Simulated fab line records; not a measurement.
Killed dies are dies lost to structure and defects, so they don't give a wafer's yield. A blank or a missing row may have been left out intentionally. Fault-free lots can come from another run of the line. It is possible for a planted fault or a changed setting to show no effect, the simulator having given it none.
Chamber matching | flow nand-harc | NHARC_A_STAIRCASE_ETCH_253 on rie-diel-11 has 4 sister chambers
The step etches the open film in C4F8/O2, target depth 50 nm, time 20.2 s. 4 wafers are shown with their chamber, then 7 later ones without.

== WAFERS WITH THEIR CHAMBER ==
wafer  | chamber | rf-vpp-V (V)
L075.4 | 1       | 893
L077.4 | 3       | 902
L077.5 | 0       | 903
L078.5 | 2       | 891

== WAFERS WITH NO CHAMBER GIVEN ==
wafer  | rf-vpp-V (V)
L078.6 | 901
L083.2 | 900
L083.3 | 893
L083.4 | 902
L093.2 | 893
L093.3 | 902
L093.4 | 900

== WHICH CHAMBER EACH ONE RAN IN ==
wafer  | from the rows above     | in truth
L078.6 | can't be placed: 3 or 0 | 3
L083.2 | can't be placed: 3 or 0 | 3
L083.3 | can't be placed: 1 or 2 | 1
L083.4 | can't be placed: 3 or 0 | 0
L093.2 | can't be placed: 1 or 2 | 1
L093.3 | can't be placed: 3 or 0 | 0
L093.4 | can't be placed: 3 or 0 | 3
0 of 7 placed correctly. From these rows, 7 cannot be placed; in 7 the true chamber is one of the candidates. Wrongly placed: 0.
How it was worked out, from the rows above alone: a wafer's distance from a chamber is the root of the sum, over the readings, of the square of ((its reading less the chamber's mean) divided by the reading's scatter). The wafer belongs to the nearest chamber; if the next one is less than 2 further off, it can't be placed. A chamber's mean is the mean of its shown wafers. The scatter: root of mean squared gap, hidden wafer to nearest shown wafer, with one shown wafer a chamber.
